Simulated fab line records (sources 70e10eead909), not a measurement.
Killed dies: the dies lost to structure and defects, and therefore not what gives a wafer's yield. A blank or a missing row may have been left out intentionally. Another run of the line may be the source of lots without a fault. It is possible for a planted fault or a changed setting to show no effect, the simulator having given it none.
The tool behind it: which one? / flow nand-harc / 12 lots, 36 wafers sampled, at 5 steps of a route of 1302

## WHAT EACH GAUGE READ, for each wafer
NHARC_A_CONTACT_INSPECT_10.
lot=L890; measured=day 22 11:16; on=defect-inspect-01; raw-defect-count=126 153 137
lot=L892; measured=day 22 23:07; on=defect-inspect-02; raw-defect-count=61 73 63
lot=L894; measured=day 23 15:00; on=defect-inspect-01; raw-defect-count=146 151 145
lot=L895; measured=day 24 02:12; on=defect-inspect-02; raw-defect-count=148 169 171
lot=L900; measured=day 26 09:33; on=defect-inspect-01; raw-defect-count=19 24 18
lot=L902; measured=day 26 16:49; on=defect-inspect-02; raw-defect-count=25 25 28
lot=L901; measured=day 26 17:13; on=defect-inspect-02; raw-defect-count=89 86 76
lot=L906; measured=day 29 15:12; on=defect-inspect-01; raw-defect-count=85 98 82
lot=L907; measured=day 30 03:02; on=defect-inspect-02; raw-defect-count=66 70 77
lot=L909; measured=day 30 12:25; on=defect-inspect-02; raw-defect-count=157 145 141
lot=L912; measured=day 31 05:09; on=defect-inspect-02; raw-defect-count=113 109 100
lot=L913; measured=day 31 07:50; on=defect-inspect-02; raw-defect-count=31 37 40

NHARC_END_SORT_01.
lot=L900; measured=day 28 11:41; on=prober-02; killed-at-array=673 675 673; killed-at-other=0 0 0; killed-at-periphery=4 2 4; killed-dies=677 677 677; killed-open=6 5 6; killed-short=2 2 1
lot=L902; measured=day 28 22:23; on=prober-02; killed-at-array=673 676 675; killed-at-other=3 0 0; killed-at-periphery=1 1 2; killed-dies=677 677 677; killed-open=2 1 3; killed-short=2 2 5
lot=L901; measured=day 28 22:20; on=prober-01; killed-at-array=671 669 668; killed-at-other=2 2 3; killed-at-periphery=4 6 6; killed-dies=677 677 677; killed-open=2 4 3; killed-short=3 2 4

## WHAT TOOL EACH LOT RAN ON (gives the tool, then ch and the chambers of the sampled wafers, and finally the start)
lot=L890; NHARC_A_CONTACT_ETCH_137=har-cap-etch-01 ch 0,1, day 22 13:12; NHARC_A_CONTACT_ETCH_139=har-cap-etch-01 ch 0,1, day 22 13:44; NHARC_A_CONTACT_ETCH_92=rie-diel-02 ch 0,2,3, day 22 14:20
lot=L892; NHARC_A_CONTACT_ETCH_137=har-cap-etch-02 ch 0,1, day 23 01:10; NHARC_A_CONTACT_ETCH_139=har-cap-etch-02 ch 0,1, day 23 01:43; NHARC_A_CONTACT_ETCH_92=rie-diel-02 ch 0,1,3, day 23 02:11
lot=L894; NHARC_A_CONTACT_ETCH_137=har-cap-etch-02 ch 0,1, day 23 16:59; NHARC_A_CONTACT_ETCH_139=har-cap-etch-02 ch 0,1, day 23 17:32; NHARC_A_CONTACT_ETCH_92=rie-diel-02 ch 0,3, day 23 18:04
lot=L895; NHARC_A_CONTACT_ETCH_137=har-cap-etch-03 ch 0,1, day 24 04:08; NHARC_A_CONTACT_ETCH_139=har-cap-etch-03 ch 0,1, day 24 04:40; NHARC_A_CONTACT_ETCH_92=rie-diel-02 ch 0,1,2, day 24 05:15
lot=L900; NHARC_A_CONTACT_ETCH_137=har-cap-etch-02 ch 0,1, day 26 11:28; NHARC_A_CONTACT_ETCH_139=har-cap-etch-02 ch 0,1, day 26 12:01; NHARC_A_CONTACT_ETCH_92=rie-diel-02 ch 0,1,2, day 26 12:36
lot=L902; NHARC_A_CONTACT_ETCH_137=har-cap-etch-02 ch 0,1, day 26 18:54; NHARC_A_CONTACT_ETCH_139=har-cap-etch-02 ch 0,1, day 26 19:26; NHARC_A_CONTACT_ETCH_92=rie-diel-02 ch 0,1,2, day 26 19:59
lot=L901; NHARC_A_CONTACT_ETCH_137=har-cap-etch-03 ch 0,1, day 26 19:23; NHARC_A_CONTACT_ETCH_139=har-cap-etch-03 ch 0,1, day 26 19:55; NHARC_A_CONTACT_ETCH_92=rie-diel-02 ch 0,1, day 26 20:26
lot=L906; NHARC_A_CONTACT_ETCH_137=har-cap-etch-03 ch 0,1, day 29 17:26; NHARC_A_CONTACT_ETCH_139=har-cap-etch-03 ch 0,1, day 29 18:10; NHARC_A_CONTACT_ETCH_92=rie-diel-02 ch 0,1,2, day 29 18:46
lot=L907; NHARC_A_CONTACT_ETCH_137=har-cap-etch-01 ch 0,1, day 30 05:07; NHARC_A_CONTACT_ETCH_139=har-cap-etch-01 ch 0,1, day 30 05:39; NHARC_A_CONTACT_ETCH_92=rie-diel-02 ch 0,1, day 30 06:28
lot=L909; NHARC_A_CONTACT_ETCH_137=har-cap-etch-01 ch 0,1, day 30 14:54; NHARC_A_CONTACT_ETCH_139=har-cap-etch-01 ch 0,1, day 30 15:27; NHARC_A_CONTACT_ETCH_92=rie-diel-03 ch 0,1,3, day 30 16:00
lot=L912; NHARC_A_CONTACT_ETCH_137=har-cap-etch-02 ch 0,1, day 31 07:05; NHARC_A_CONTACT_ETCH_139=har-cap-etch-02 ch 0,1, day 31 07:37; NHARC_A_CONTACT_ETCH_92=rie-diel-02 ch 1,2, day 31 08:11
lot=L913; NHARC_A_CONTACT_ETCH_137=har-cap-etch-03 ch 0,1, day 31 09:49; NHARC_A_CONTACT_ETCH_139=har-cap-etch-03 ch 0,1, day 31 10:21; NHARC_A_CONTACT_ETCH_92=rie-diel-13 ch 1,2,3, day 31 10:53
- NHARC_A_CONTACT_ETCH_137: etches the open film in C4F8/O2/Ar, time 311 s, target depth 1912 nm.
- NHARC_A_CONTACT_ETCH_139: etches the open film in C4F8/O2/Ar, time 195 s, target depth 840 nm.
- NHARC_A_CONTACT_ETCH_92: etches the open film in CH3F/O2, target depth 40 nm, time 85.7 s.

## AS READ BY THE TOOLS THEMSELVES (means over the sampled wafers that have a number; for cases with no such wafer, the mark the record gives instead)
NHARC_A_CONTACT_ETCH_137.
lot=L890; tool=har-cap-etch-01; chamber-pressure-mTorr (mTorr)=19.998; oes-air-line-au (a.u.)=1.007
lot=L892; tool=har-cap-etch-02; chamber-pressure-mTorr (mTorr)=20.005; oes-air-line-au (a.u.)=1.013
lot=L894; tool=har-cap-etch-02; chamber-pressure-mTorr (mTorr)=20.018; oes-air-line-au (a.u.)=0.978
lot=L895; tool=har-cap-etch-03; chamber-pressure-mTorr (mTorr)=19.997; oes-air-line-au (a.u.)=0.979
lot=L900; tool=har-cap-etch-02; chamber-pressure-mTorr (mTorr)=-; oes-air-line-au (a.u.)=-
lot=L902; tool=har-cap-etch-02; chamber-pressure-mTorr (mTorr)=-; oes-air-line-au (a.u.)=-
lot=L901; tool=har-cap-etch-03; chamber-pressure-mTorr (mTorr)=-; oes-air-line-au (a.u.)=-
lot=L906; tool=har-cap-etch-03; chamber-pressure-mTorr (mTorr)=20.000; oes-air-line-au (a.u.)=1.010
lot=L907; tool=har-cap-etch-01; chamber-pressure-mTorr (mTorr)=19.997; oes-air-line-au (a.u.)=0.998
lot=L909; tool=har-cap-etch-01; chamber-pressure-mTorr (mTorr)=19.987; oes-air-line-au (a.u.)=1.008
lot=L912; tool=har-cap-etch-02; chamber-pressure-mTorr (mTorr)=19.997; oes-air-line-au (a.u.)=0.996
lot=L913; tool=har-cap-etch-03; chamber-pressure-mTorr (mTorr)=20.001; oes-air-line-au (a.u.)=0.997

NHARC_A_CONTACT_ETCH_139.
lot=L890; tool=har-cap-etch-01; chamber-pressure-mTorr (mTorr)=19.999; oes-air-line-au (a.u.)=0.996
lot=L892; tool=har-cap-etch-02; chamber-pressure-mTorr (mTorr)=19.998; oes-air-line-au (a.u.)=1.010
lot=L894; tool=har-cap-etch-02; chamber-pressure-mTorr (mTorr)=20.009; oes-air-line-au (a.u.)=0.993
lot=L895; tool=har-cap-etch-03; chamber-pressure-mTorr (mTorr)=20.008; oes-air-line-au (a.u.)=0.990
lot=L900; tool=har-cap-etch-02; chamber-pressure-mTorr (mTorr)=20.003; oes-air-line-au (a.u.)=1.005
lot=L902; tool=har-cap-etch-02; chamber-pressure-mTorr (mTorr)=20.005; oes-air-line-au (a.u.)=0.994
lot=L901; tool=har-cap-etch-03; chamber-pressure-mTorr (mTorr)=20.006; oes-air-line-au (a.u.)=1.010
lot=L906; tool=har-cap-etch-03; chamber-pressure-mTorr (mTorr)=20.006; oes-air-line-au (a.u.)=0.970
lot=L907; tool=har-cap-etch-01; chamber-pressure-mTorr (mTorr)=19.998; oes-air-line-au (a.u.)=0.996
lot=L909; tool=har-cap-etch-01; chamber-pressure-mTorr (mTorr)=19.999; oes-air-line-au (a.u.)=1.000
lot=L912; tool=har-cap-etch-02; chamber-pressure-mTorr (mTorr)=20.004; oes-air-line-au (a.u.)=1.002
lot=L913; tool=har-cap-etch-03; chamber-pressure-mTorr (mTorr)=19.980; oes-air-line-au (a.u.)=0.984

NHARC_A_CONTACT_ETCH_92.
lot=L890; tool=rie-diel-02; bias-w (W)=100.1; ch3f-flow-sccm (sccm)=50.08; drypump-motor-current-A (A)=5.6; o2-flow-sccm (sccm)=30.02; oes-product-au (a.u.)=0.93; rf-vpp-V (V)=244.9; showerhead-plenum-p-Torr (Torr)=2.48; throttle-valve-pct (%)=20.665
lot=L892; tool=rie-diel-02; bias-w (W)=100.4; ch3f-flow-sccm (sccm)=50.04; drypump-motor-current-A (A)=5.4; o2-flow-sccm (sccm)=30.01; oes-product-au (a.u.)=0.93; rf-vpp-V (V)=245.0; showerhead-plenum-p-Torr (Torr)=2.52; throttle-valve-pct (%)=20.670
lot=L894; tool=rie-diel-02; bias-w (W)=99.6; ch3f-flow-sccm (sccm)=49.95; drypump-motor-current-A (A)=5.5; o2-flow-sccm (sccm)=30.06; oes-product-au (a.u.)=0.93; rf-vpp-V (V)=247.0; showerhead-plenum-p-Torr (Torr)=2.54; throttle-valve-pct (%)=20.657
lot=L895; tool=rie-diel-02; bias-w (W)=99.8; ch3f-flow-sccm (sccm)=50.06; drypump-motor-current-A (A)=5.5; o2-flow-sccm (sccm)=29.96; oes-product-au (a.u.)=1.00; rf-vpp-V (V)=244.6; showerhead-plenum-p-Torr (Torr)=2.44; throttle-valve-pct (%)=20.662
lot=L900; tool=rie-diel-02; bias-w (W)=100.1; ch3f-flow-sccm (sccm)=50.02; drypump-motor-current-A (A)=5.5; o2-flow-sccm (sccm)=29.97; oes-product-au (a.u.)=0.91; rf-vpp-V (V)=244.4; showerhead-plenum-p-Torr (Torr)=2.44; throttle-valve-pct (%)=20.671
lot=L902; tool=rie-diel-02; bias-w (W)=99.8; ch3f-flow-sccm (sccm)=49.97; drypump-motor-current-A (A)=5.5; o2-flow-sccm (sccm)=29.95; oes-product-au (a.u.)=0.92; rf-vpp-V (V)=243.6; showerhead-plenum-p-Torr (Torr)=2.44; throttle-valve-pct (%)=20.661
lot=L901; tool=rie-diel-02; bias-w (W)=100.0; ch3f-flow-sccm (sccm)=50.03; drypump-motor-current-A (A)=5.3; o2-flow-sccm (sccm)=30.06; oes-product-au (a.u.)=0.99; rf-vpp-V (V)=244.0; showerhead-plenum-p-Torr (Torr)=2.47; throttle-valve-pct (%)=20.665
lot=L906; tool=rie-diel-02; bias-w (W)=100.2; ch3f-flow-sccm (sccm)=50.13; drypump-motor-current-A (A)=5.5; o2-flow-sccm (sccm)=30.00; oes-product-au (a.u.)=1.01; rf-vpp-V (V)=244.3; showerhead-plenum-p-Torr (Torr)=2.43; throttle-valve-pct (%)=20.661
lot=L907; tool=rie-diel-02; bias-w (W)=99.7; ch3f-flow-sccm (sccm)=49.97; drypump-motor-current-A (A)=5.4; o2-flow-sccm (sccm)=30.11; oes-product-au (a.u.)=0.92; rf-vpp-V (V)=244.5; showerhead-plenum-p-Torr (Torr)=2.49; throttle-valve-pct (%)=20.657
lot=L909; tool=rie-diel-03; bias-w (W)=100.2; ch3f-flow-sccm (sccm)=49.86; drypump-motor-current-A (A)=6.1; o2-flow-sccm (sccm)=30.00; oes-product-au (a.u.)=0.92; rf-vpp-V (V)=245.3; showerhead-plenum-p-Torr (Torr)=2.51; throttle-valve-pct (%)=20.663
lot=L912; tool=rie-diel-02; bias-w (W)=99.9; ch3f-flow-sccm (sccm)=49.95; drypump-motor-current-A (A)=5.7; o2-flow-sccm (sccm)=30.15; oes-product-au (a.u.)=0.91; rf-vpp-V (V)=243.7; showerhead-plenum-p-Torr (Torr)=2.37; throttle-valve-pct (%)=20.662
lot=L913; tool=rie-diel-13; bias-w (W)=100.2; ch3f-flow-sccm (sccm)=49.86; drypump-motor-current-A (A)=6.1; o2-flow-sccm (sccm)=30.00; oes-product-au (a.u.)=0.94; rf-vpp-V (V)=245.5; showerhead-plenum-p-Torr (Torr)=2.55; throttle-valve-pct (%)=20.656

## THE ANSWER, worked out from the rows above alone
Rule: usual is defined by the lots themselves. The widest of any qualifying gaps counts: lots, ordered by their means at a reading, are off when they make up no more than a third of the lots, leave a main group of 4 or more, and stand apart from it by 3 or more times the standard deviation of that group's means. The tables above print the reading to a certain number of digits; a main group whose means all agree to those digits is not used. A lot without any number at a reading at which 4 lots or more have one is off too. Any other lot the step has rows for is counted as sound. Order of review: gauges by route order, followed by the tools' own readings, for which a lot's mean as printed above is used. At the first step where some lot is off, the reading lying furthest off is the one used; lots without a number count as furthest.
Off, at NHARC_A_CONTACT_ETCH_137 on chamber-pressure-mTorr: L900, L902, L901. Without a number there: L900, L902, L901. Main group: mean 20.000 mTorr, sd 0.0078.
A tool fits if, at that step or a process step before it, it ran every lot that is off, and no sound lot after the first of them. Not one of the candidates tried fits.

## WHAT HAD BEEN PUT IN BY THE SIMULATOR
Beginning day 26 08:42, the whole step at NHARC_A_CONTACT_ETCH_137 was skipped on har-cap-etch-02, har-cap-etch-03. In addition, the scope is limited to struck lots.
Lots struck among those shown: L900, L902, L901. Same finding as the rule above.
